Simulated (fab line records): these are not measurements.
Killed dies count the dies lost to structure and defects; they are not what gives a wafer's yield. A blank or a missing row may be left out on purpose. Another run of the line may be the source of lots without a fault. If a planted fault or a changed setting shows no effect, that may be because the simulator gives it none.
Which tool is to blame? | flow nandHarc | 24 lots, 72 wafers sampled, at 6 steps of a route of 1159

WHAT THE GAUGES READ, wafer by wafer
No reading from a measuring or inspecting step in the record can be judged against a usual standard deviation.

WHAT TOOL EACH LOT RAN ON (gives the tool, then ch and the chambers of the sampled wafers, and finally the start)
lot  | NHARC_A_WL_FILL_STRIP_27            | NHARC_A_CONTACT_DEP_24          | NHARC_A_CONTACT_ETCH_49                      | NHARC_A_CONTACT_ETCH_114           | NHARC_A_CONTACT_ETCH_102          | NHARC_A_CONTACT_ETCH_127
L075 | plasmaAsher-01 ch 0,1, day 15 06:51 | pecvd-04 ch 0,1,2, day 16 07:40 | rieDiel-01 ch 0,1,2, day 16 12:53 or earlier | harCapEtch-03 ch 0,1, day 16 12:53 | rieDiel-07 ch 2,3, day 16 14:50   | harCapEtch-02 ch 0,1, day 16 21:13
L077 | plasmaAsher-02 ch 0,1, day 15 12:05 | pecvd-04 ch 0,1, day 16 11:57   | rieDiel-01 ch 0,1,2, day 16 17:56 or earlier | harCapEtch-03 ch 0,1, day 16 17:56 | rieDiel-01 ch 0,1,2, day 16 19:59 | harCapEtch-01 ch 0,1, day 17 03:34
L076 | plasmaAsher-02 ch 1, day 15 14:54   | pecvd-01 ch 0,1,2, day 16 09:57 | rieDiel-02 ch 1,2,3, day 16 15:16 or earlier | harCapEtch-02 ch 0,1, day 16 15:16 | rieDiel-07 ch 0,1,3, day 16 17:34 | harCapEtch-03 ch 0,1, day 17 01:48
L078 | plasmaAsher-01 ch 0,1, day 15 15:52 | pecvd-02 ch 0,1,2, day 16 16:58 | rieDiel-01 ch 1,2,3, day 17 01:28 or earlier | harCapEtch-02 ch 0,1, day 17 01:28 | rieDiel-07 ch 1,2,3, day 17 03:59 | harCapEtch-02 ch 0,1, day 17 10:30
L074 | plasmaAsher-01 ch 0,1, day 15 17:46 | pecvd-01 ch 0,1, day 16 16:45   | rieDiel-02 ch 0,2,3, day 17 00:02 or earlier | harCapEtch-03 ch 0,1, day 17 00:02 | rieDiel-01 ch 0,1, day 17 02:15   | harCapEtch-01 ch 0,1, day 17 07:28
L079 | plasmaAsher-01 ch 0,1, day 16 00:05 | pecvd-01 ch 0,1,2, day 17 01:57 | rieDiel-01 ch 0,1,3, day 17 07:48 or earlier | harCapEtch-03 ch 0,1, day 17 07:48 | rieDiel-07 ch 0,2, day 17 09:50   | harCapEtch-03 ch 1, day 17 15:21
L080 | plasmaAsher-02 ch 0,1, day 16 12:15 | pecvd-04 ch 0,1, day 17 13:20   | rieDiel-01 ch 1,2,3, day 17 18:54 or earlier | harCapEtch-03 ch 0,1, day 17 18:54 | rieDiel-01 ch 0,1,3, day 17 20:49 | harCapEtch-03 ch 0,1, day 18 02:09
L081 | plasmaAsher-02 ch 0,1, day 16 21:20 | pecvd-04 ch 0,1,2, day 17 19:01 | rieDiel-02 ch 0,1,2, day 18 00:39 or earlier | harCapEtch-02 ch 0,1, day 18 00:39 | rieDiel-01 ch 1,2,3, day 18 03:28 | harCapEtch-01 ch 0,1, day 18 12:05
L083 | plasmaAsher-01 ch 0,1, day 17 07:02 | pecvd-02 ch 1,2, day 18 05:12   | rieDiel-02 ch 0,1,2, day 18 16:09 or earlier | harCapEtch-01 ch 0,1, day 18 16:09 | rieDiel-07 ch 1,2,3, day 18 18:16 | harCapEtch-03 ch 0,1, day 18 23:44
L082 | plasmaAsher-01 ch 0,1, day 17 09:06 | pecvd-02 ch 1,2, day 18 04:49   | rieDiel-01 ch 1,2, day 18 15:01 or earlier   | harCapEtch-03 ch 0,1, day 18 15:01 | rieDiel-01 ch 0,1,3, day 18 17:10 | harCapEtch-01 ch 0,1, day 18 22:11
L084 | plasmaAsher-01 ch 0,1, day 17 13:52 | pecvd-02 ch 0,1, day 18 12:56   | rieDiel-01 ch 0,1, day 18 18:41 or earlier   | harCapEtch-02 ch 0,1, day 18 18:41 | rieDiel-01 ch 0,3, day 18 20:52   | harCapEtch-02 ch 0,1, day 19 01:46
L087 | plasmaAsher-01 ch 0,1, day 17 23:11 | pecvd-02 ch 0,1,2, day 18 20:58 | rieDiel-07 ch 1,2,3, day 19 02:56 or earlier | harCapEtch-03 ch 0,1, day 19 02:56 | rieDiel-02 ch 0,1,3, day 19 04:52 | harCapEtch-01 ch 0,1, day 19 09:40
L086 | plasmaAsher-02 ch 0,1, day 17 23:38 | pecvd-04 ch 0,2, day 18 20:42   | rieDiel-07 ch 0,1,3, day 19 02:07 or earlier | harCapEtch-01 ch 0,1, day 19 02:07 | rieDiel-02 ch 0,1,3, day 19 04:02 | harCapEtch-02 ch 0,1, day 19 08:49
L085 | plasmaAsher-02 ch 0,1, day 18 08:03 | pecvd-01 ch 1,2, day 19 09:00   | rieDiel-02 ch 2,3, day 19 15:50 or earlier   | harCapEtch-03 ch 1, day 19 15:50   | rieDiel-02 ch 2,3, day 19 18:17   | harCapEtch-02 ch 0,1, day 19 23:23
L088 | plasmaAsher-01 ch 0,1, day 18 12:05 | pecvd-04 ch 0,1,2, day 19 10:28 | rieDiel-02 ch 0,1,2, day 19 18:49 or earlier | harCapEtch-01 ch 0,1, day 19 18:49 | rieDiel-01 ch 1,2,3, day 19 20:44 | harCapEtch-03 ch 0,1, day 20 03:27
L091 | plasmaAsher-02 ch 0,1, day 19 02:52 | pecvd-02 ch 0,1,2, day 20 00:11 | rieDiel-01 ch 0,1,2, day 20 05:37 or earlier | harCapEtch-01 ch 0,1, day 20 05:37 | rieDiel-01 ch 0,2,3, day 20 07:37 | harCapEtch-03 ch 0,1, day 20 12:35
L089 | plasmaAsher-02 ch 0,1, day 19 03:03 | pecvd-04 ch 1,2, day 20 00:21   | rieDiel-02 ch 0,1,2, day 20 05:59 or earlier | harCapEtch-02 ch 0,1, day 20 05:59 | rieDiel-07 ch 0,3, day 20 07:53   | harCapEtch-01 ch 0,1, day 20 13:01
L090 | plasmaAsher-01 ch 0,1, day 19 05:48 | pecvd-04 ch 0,2, day 20 05:13   | rieDiel-02 ch 0,1,2, day 20 10:41 or earlier | harCapEtch-02 ch 0,1, day 20 10:41 | rieDiel-01 ch 0,1,2, day 20 12:41 | harCapEtch-02 ch 0,1, day 20 18:14
L092 | plasmaAsher-01 ch 0,1, day 19 15:50 | pecvd-01 ch 0,1,2, day 20 15:04 | rieDiel-01 ch 0,2,3, day 20 22:23 or earlier | harCapEtch-02 ch 0, day 20 22:23   | rieDiel-07 ch 0,1,2, day 21 00:20 | harCapEtch-01 ch 0,1, day 21 05:10
L096 | plasmaAsher-02 ch 0,1, day 20 03:23 | pecvd-04 ch 0,2, day 21 00:28   | rieDiel-02 ch 1,2,3, day 21 07:30 or earlier | harCapEtch-02 ch 0,1, day 21 07:30 | rieDiel-07 ch 0,1,2, day 21 09:25 | harCapEtch-02 ch 0,1, day 21 15:53
L094 | plasmaAsher-01 ch 0,1, day 20 06:44 | pecvd-02 ch 0,2, day 21 04:18   | rieDiel-07 ch 0,1,3, day 21 14:55 or earlier | harCapEtch-01 ch 0,1, day 21 14:55 | rieDiel-02 ch 0,3, day 21 16:49   | harCapEtch-02 ch 0,1, day 21 21:45
L095 | plasmaAsher-01 ch 0,1, day 20 08:13 | pecvd-01 ch 0,1,2, day 21 08:31 | rieDiel-07 ch 0,2,3, day 21 16:13 or earlier | harCapEtch-03 ch 0,1, day 21 16:13 | rieDiel-07 ch 0,1,2, day 21 19:04 | harCapEtch-01 ch 0,1, day 22 01:09
L093 | plasmaAsher-02 ch 0,1, day 20 09:17 | pecvd-02 ch 0,1,2, day 21 14:15 | rieDiel-07 ch 2,3, day 21 19:42 or earlier   | harCapEtch-01 ch 0,1, day 21 19:42 | rieDiel-01 ch 0,1,3, day 21 21:40 | harCapEtch-03 ch 0,1, day 22 02:49
L097 | plasmaAsher-01 ch 0,1, day 20 17:35 | pecvd-02 ch 1,2, day 21 22:19   | rieDiel-01 ch 0,3, day 22 03:57 or earlier   | harCapEtch-02 ch 0,1, day 22 03:57 | rieDiel-01 ch 0,2,3, day 22 05:57 | harCapEtch-01 ch 0,1, day 22 11:08
- NHARC_A_WL_FILL_STRIP_27: strips in N2/H2, time 20 s.
- NHARC_A_CONTACT_DEP_24: deposits SiO2, target thk 500 nm.
- NHARC_A_CONTACT_ETCH_49: etches the open film in N2/H2, target depth 260 nm, time 475.3 s.
- NHARC_A_CONTACT_ETCH_114: etches the open film in C4F8/O2/Ar, time 94 s, target depth 922 nm.
- NHARC_A_CONTACT_ETCH_102: etches the open film in CF4/O2, target depth 70 nm, overetch 7 nm, time 38.5 s.
- NHARC_A_CONTACT_ETCH_127: etches the open film in C4F8/O2/Ar, time 155 s, target depth 956 nm.

AS READ BY THE TOOLS THEMSELVES (means over the sampled wafers that have a number; for cases with no such wafer, the mark the record gives instead)
NHARC_A_WL_FILL_STRIP_27.
lot  | tool           | drypumpMotorCurrentA (A) | heaterPowerW (W)
L075 | plasmaAsher-01 | 5.5                      | 296
L077 | plasmaAsher-02 | 6.0                      | 324
L076 | plasmaAsher-02 | 6.1                      | 351
L078 | plasmaAsher-01 | 5.9                      | 286
L074 | plasmaAsher-01 | 5.5                      | 295
L079 | plasmaAsher-01 | 5.8                      | 289
L080 | plasmaAsher-02 | 5.9                      | 319
L081 | plasmaAsher-02 | 6.0                      | 337
L083 | plasmaAsher-01 | 5.6                      | 296
L082 | plasmaAsher-01 | 5.9                      | 287
L084 | plasmaAsher-01 | 5.9                      | 293
L087 | plasmaAsher-01 | 5.5                      | 300
L086 | plasmaAsher-02 | 6.0                      | 337
L085 | plasmaAsher-02 | 6.0                      | 338
L088 | plasmaAsher-01 | 5.6                      | 293
L091 | plasmaAsher-02 | 6.0                      | 335
L089 | plasmaAsher-02 | 6.0                      | 336
L090 | plasmaAsher-01 | 5.9                      | 289
L092 | plasmaAsher-01 | 5.9                      | 291
L096 | plasmaAsher-02 | 6.0                      | 337
L094 | plasmaAsher-01 | 5.5                      | 294
L095 | plasmaAsher-01 | 5.9                      | 294
L093 | plasmaAsher-02 | 5.9                      | 320
L097 | plasmaAsher-01 | 5.9                      | 291

NHARC_A_CONTACT_DEP_24.
lot  | tool     | heaterPowerW (W) | throttleValvePct (%)
L075 | pecvd-04 | 558              | 15.6
L077 | pecvd-04 | 589              | 15.2
L076 | pecvd-01 | 668              | 16.5
L078 | pecvd-02 | 561              | 15.9
L074 | pecvd-01 | 577              | 16.5
L079 | pecvd-01 | 612              | 16.4
L080 | pecvd-04 | 583              | 15.2
L081 | pecvd-04 | 614              | 15.4
L083 | pecvd-02 | 494              | 15.7
L082 | pecvd-02 | 566              | 15.8
L084 | pecvd-02 | 622              | 16.4
L087 | pecvd-02 | 550              | 16.0
L086 | pecvd-04 | 630              | 14.9
L085 | pecvd-01 | 701              | 15.8
L088 | pecvd-04 | 594              | 15.5
L091 | pecvd-02 | 540              | 16.1
L089 | pecvd-04 | 606              | 15.9
L090 | pecvd-04 | 569              | 15.1
L092 | pecvd-01 | 623              | 16.2
L096 | pecvd-04 | 568              | 14.9
L094 | pecvd-02 | 522              | 16.0
L095 | pecvd-01 | 681              | 16.0
L093 | pecvd-02 | 536              | 16.0
L097 | pecvd-02 | 495              | 15.9

NHARC_A_CONTACT_ETCH_49.
lot  | tool       | chamberPressureMTorr (mTorr) | drypumpMotorCurrentA (A) | oesProductAu (a.u.) | rfVppV (V) | showerheadPlenumPTorr (Torr) | throttleValvePct (%)
L075 | rieDiel-01 | 29.993                       | 5.91                     | 0.997               | 433.0      | 2.12                         | 14.168
L077 | rieDiel-01 | 30.000                       | 5.95                     | 0.988               | 432.8      | 2.12                         | 14.168
L076 | rieDiel-02 | 30.031                       | 5.59                     | 0.996               | 430.4      | 2.07                         | 14.170
L078 | rieDiel-01 | 29.980                       | 5.78                     | 0.998               | 430.5      | 2.05                         | 14.177
L074 | rieDiel-02 | 29.991                       | 5.70                     | 1.003               | 431.7      | 2.08                         | 14.166
L079 | rieDiel-01 | 30.016                       | 5.93                     | 1.004               | 429.3      | 2.03                         | 14.173
L080 | rieDiel-01 | 29.995                       | 5.77                     | 0.994               | 431.2      | 2.05                         | 14.171
L081 | rieDiel-02 | 29.985                       | 5.49                     | 1.003               | 430.3      | 2.02                         | 14.160
L083 | rieDiel-02 | 30.007                       | 5.51                     | 1.001               | 429.5      | 2.01                         | 14.176
L082 | rieDiel-01 | 30.013                       | 5.73                     | 0.999               | 432.7      | 2.13                         | 14.169
L084 | rieDiel-01 | 29.991                       | 5.96                     | 1.011               | 432.4      | 2.11                         | 14.177
L087 | rieDiel-07 | 30.019                       | 5.55                     | 1.006               | 431.5      | 2.05                         | 14.168
L086 | rieDiel-07 | 29.974                       | 5.60                     | 1.004               | 431.3      | 2.06                         | 14.165
L085 | rieDiel-02 | 30.007                       | 5.49                     | 0.989               | 432.3      | 2.15                         | 14.172
L088 | rieDiel-02 | 30.002                       | 5.50                     | 0.999               | 429.9      | 2.01                         | 14.164
L091 | rieDiel-01 | 30.018                       | 5.92                     | 0.994               | 432.2      | 2.11                         | 14.169
L089 | rieDiel-02 | 30.003                       | 5.52                     | 1.000               | 430.4      | 2.01                         | 14.175
L090 | rieDiel-02 | 30.014                       | 5.49                     | 1.006               | 429.4      | 2.01                         | 14.173
L092 | rieDiel-01 | 29.998                       | 5.84                     | 0.995               | 429.6      | 2.02                         | 14.174
L096 | rieDiel-02 | 29.977                       | 5.59                     | 1.005               | 430.7      | 2.06                         | 14.180
L094 | rieDiel-07 | 29.996                       | 5.59                     | 0.998               | 430.6      | 2.05                         | 14.167
L095 | rieDiel-07 | 29.992                       | 5.60                     | 1.000               | 431.0      | 2.06                         | 14.172
L093 | rieDiel-07 | 30.003                       | 5.50                     | 0.999               | 430.0      | 2.04                         | 14.180
L097 | rieDiel-01 | 29.983                       | 5.86                     | 0.998               | 434.2      | 2.17                         | 14.175

NHARC_A_CONTACT_ETCH_114.
lot  | tool          | chamberPressureMTorr (mTorr)
L075 | harCapEtch-03 | 19.996
L077 | harCapEtch-03 | 20.000
L076 | harCapEtch-02 | 20.007
L078 | harCapEtch-02 | 19.998
L074 | harCapEtch-03 | 20.007
L079 | harCapEtch-03 | 19.999
L080 | harCapEtch-03 | 20.005
L081 | harCapEtch-02 | 20.010
L083 | harCapEtch-01 | 19.993
L082 | harCapEtch-03 | 20.020
L084 | harCapEtch-02 | 20.013
L087 | harCapEtch-03 | 19.983
L086 | harCapEtch-01 | 20.008
L085 | harCapEtch-03 | 20.000
L088 | harCapEtch-01 | 19.997
L091 | harCapEtch-01 | 20.008
L089 | harCapEtch-02 | 19.989
L090 | harCapEtch-02 | 19.995
L092 | harCapEtch-02 | 19.986
L096 | harCapEtch-02 | 19.996
L094 | harCapEtch-01 | 19.982
L095 | harCapEtch-03 | 19.994
L093 | harCapEtch-01 | 19.998
L097 | harCapEtch-02 | 19.999

NHARC_A_CONTACT_ETCH_102.
lot  | tool       | chamberPressureMTorr (mTorr) | drypumpMotorCurrentA (A) | oesProductAu (a.u.) | rfVppV (V) | showerheadPlenumPTorr (Torr) | throttleValvePct (%)
L075 | rieDiel-07 | 29.977                       | 5.56                     | 0.995               | 198.2      | 1.36                         | 13.394
L077 | rieDiel-01 | 29.958                       | 5.93                     | 1.004               | 198.4      | 1.38                         | 13.393
L076 | rieDiel-07 | 30.011                       | 5.57                     | 1.002               | 198.4      | 1.35                         | 13.394
L078 | rieDiel-07 | 30.006                       | 5.56                     | 1.001               | 197.4      | 1.34                         | 13.393
L074 | rieDiel-01 | 29.991                       | 5.99                     | 1.006               | 198.5      | 1.38                         | 13.393
L079 | rieDiel-07 | 30.013                       | 5.65                     | 1.000               | 198.5      | 1.37                         | 13.413
L080 | rieDiel-01 | 30.017                       | 5.89                     | 1.007               | 197.2      | 1.33                         | 13.390
L081 | rieDiel-01 | 29.996                       | 5.74                     | 0.992               | 197.8      | 1.34                         | 13.400
L083 | rieDiel-07 | 29.988                       | 5.58                     | 0.992               | 198.9      | 1.34                         | 13.395
L082 | rieDiel-01 | 29.984                       | 5.91                     | 1.003               | 198.5      | 1.33                         | 13.397
L084 | rieDiel-01 | 29.992                       | 5.83                     | 1.005               | 196.6      | 1.27                         | 13.400
L087 | rieDiel-02 | 30.038                       | 5.79                     | 1.007               | 196.7      | 1.30                         | 13.396
L086 | rieDiel-02 | 29.999                       | 5.79                     | 0.993               | 197.2      | 1.30                         | 13.400
L085 | rieDiel-02 | 30.038                       | 5.78                     | 0.996               | 198.0      | 1.38                         | 13.393
L088 | rieDiel-01 | 29.985                       | 5.76                     | 1.001               | 196.4      | 1.34                         | 13.399
L091 | rieDiel-01 | 30.001                       | 5.84                     | 1.002               | 197.9      | 1.33                         | 13.402
L089 | rieDiel-07 | 30.014                       | 5.51                     | 1.003               | 198.0      | 1.34                         | 13.400
L090 | rieDiel-01 | 30.007                       | 5.93                     | 1.003               | 198.0      | 1.38                         | 13.405
L092 | rieDiel-07 | 29.992                       | 5.64                     | 0.996               | 198.7      | 1.35                         | 13.395
L096 | rieDiel-07 | 30.003                       | 5.63                     | 0.996               | 198.7      | 1.35                         | 13.394
L094 | rieDiel-02 | 29.990                       | 6.02                     | 1.005               | 198.2      | 1.33                         | 13.409
L095 | rieDiel-07 | 30.010                       | 5.65                     | 0.998               | 198.4      | 1.35                         | 13.386
L093 | rieDiel-01 | 30.003                       | 5.91                     | 0.997               | 198.9      | 1.40                         | 13.388
L097 | rieDiel-01 | 29.990                       | 5.85                     | 0.994               | 199.3      | 1.39                         | 13.397

NHARC_A_CONTACT_ETCH_127.
lot  | tool          | chamberPressureMTorr (mTorr)
L075 | harCapEtch-02 | 19.993
L077 | harCapEtch-01 | 20.004
L076 | harCapEtch-03 | 19.994
L078 | harCapEtch-02 | 19.990
L074 | harCapEtch-01 | 20.003
L079 | harCapEtch-03 | 20.007
L080 | harCapEtch-03 | 20.001
L081 | harCapEtch-01 | 20.002
L083 | harCapEtch-03 | 19.997
L082 | harCapEtch-01 | 19.992
L084 | harCapEtch-02 | 20.003
L087 | harCapEtch-01 | 19.992
L086 | harCapEtch-02 | 19.999
L085 | harCapEtch-02 | 20.017
L088 | harCapEtch-03 | 20.003
L091 | harCapEtch-03 | 19.988
L089 | harCapEtch-01 | 20.002
L090 | harCapEtch-02 | 20.000
L092 | harCapEtch-01 | 19.994
L096 | harCapEtch-02 | 19.995
L094 | harCapEtch-02 | 19.988
L095 | harCapEtch-01 | 19.990
L093 | harCapEtch-03 | 19.992
L097 | harCapEtch-01 | 19.997

THE ANSWER, worked out from the rows above alone
Rule: the usual values come from the lots themselves. The widest of any qualifying gaps counts: lots, ordered by their means at a reading, are off when they make up no more than a third of the lots, leave a main group of 4 or more, and stand apart from it by 3 or more times the standard deviation of that group's means. Not used: any main group whose means are identical at the precision the tables above print for the reading. A lot without any number at a reading at which 4 lots or more have one is off too. The other lots that the step has rows for count as sound. Order of review: gauges by route order, followed by the tools' own readings, for which a lot's mean as printed above is used. The first step at which some lot is off is used, and at that step the reading that is off furthest; a lot without a number counts as furthest.
No lot is off on any of the readings shown, so nothing can be concluded from this.

WHAT THE SIMULATOR HAD PUT IN
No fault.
